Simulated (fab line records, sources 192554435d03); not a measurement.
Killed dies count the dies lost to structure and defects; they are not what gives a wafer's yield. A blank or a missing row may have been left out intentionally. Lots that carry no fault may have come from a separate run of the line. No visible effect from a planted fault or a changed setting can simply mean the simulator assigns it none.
3 desks, one fault | flow n5Finfet | each desk holds nothing but its own numbers, with what lay behind them at the end

THE METROLOGY DESK
Lot by lot, what the gauges showed, no matter which tool ran the lot: averages of those sampled wafers that carry a number. If a lot's mean is further than 4 standard deviations from the usual mean, the lot is out of limits and carries the mark OUT (the distance appears in the brackets).
Columns: A = M13_ILD_THK at N5_BEOL_M13_THK_MEAS_01, usual 841 nm; B = M13_OVL at N5_BEOL_M13_OVL_MEAS_29, usual -2 nm
lot  | first seen here | A   | B
L222 | day 10 14:54    | 834 | -3
L224 | day 11 04:46    | 841 | -3
L227 | day 12 13:04    | 825 | -8
L230 | day 13 05:25    | 847 | -2
L235 | day 13 05:51    | 835 | -1
L241 | day 15 17:57    | 848 | -2
L243 | day 16 00:45    | 846 | 0
L242 | day 16 04:05    | 826 | -3
L245 | day 16 11:56    | 833 | -1
L244 | day 17 05:43    | 849 | -5
Result from this desk: across the 10 lots, nothing is out of limits.

THE DEFECT DESK
What the inspections along the route counted, lot by lot: means of the sampled wafers that have a number. If a lot's mean is further than 4 standard deviations from the usual mean, the lot is out of limits and carries the mark OUT (the distance appears in the brackets).
Columns: A = rawDefectCount at N5_BEOL_M13_INSPECT_12, usual 2.0
lot  | first seen here | A
L222 | day 10 15:15    | 2.3
L224 | day 11 05:08    | 2.7
L227 | day 12 13:32    | 1.7
L230 | day 13 05:47    | 1.3
L235 | day 13 06:12    | 2.0
L241 | day 15 18:26    | 1.7
L243 | day 16 01:07    | 0.3
L242 | day 16 04:26    | 1.3
L245 | day 16 12:25    | 1.3
L244 | day 17 06:05    | 2.0
Result from this desk: across the 10 lots, nothing is out of limits.

THE TOOL OWNER'S DESK: plasmaAsher-02
The tool's own readings at N5_BEOL_M13_STRIP_63 (strips in N2/H2): means of the sampled wafers that have a number, for each lot that ran on this tool. If a lot's mean is further than 4 standard deviations from the usual mean, the lot is out of limits and carries the mark OUT (the distance appears in the brackets).
Columns: A = chamberPressureMTorr at N5_BEOL_M13_STRIP_63, usual 1000.1 mTorr; B = drypumpMotorCurrentA at N5_BEOL_M13_STRIP_63, usual 5.7 A; C = h2FlowSccm at N5_BEOL_M13_STRIP_63, usual 3251 sccm; D = heaterPowerW at N5_BEOL_M13_STRIP_63, usual 324 W; E = oesProductAu at N5_BEOL_M13_STRIP_63, usual 0.673 a.u.; F = stripTimeToEndpointS at N5_BEOL_M13_STRIP_63, usual 27.4 s
lot  | first seen here | A      | B   | C    | D   | E     | F
L222 | day 10 15:37    | 999.8  | 5.9 | 3248 | 302 | 0.674 | 27.7
L227 | day 12 14:02    | 999.3  | 5.9 | 3247 | 304 | 0.674 | 28.5
L230 | day 13 06:10    | 1000.8 | 6.1 | 3253 | 312 | 0.670 | 27.5
L235 | day 13 06:34    | 999.4  | 5.9 | 3251 | 305 | 0.676 | 28.1
Result from this desk: across the 4 lots, nothing is out of limits.

ALL TOGETHER
At the metrology desk, nothing out of limits was observed.
The defect desk saw nothing out of limits.
The desk of the tool owner found nothing out of limits.

WHAT HAD BEEN PUT IN BY THE SIMULATOR
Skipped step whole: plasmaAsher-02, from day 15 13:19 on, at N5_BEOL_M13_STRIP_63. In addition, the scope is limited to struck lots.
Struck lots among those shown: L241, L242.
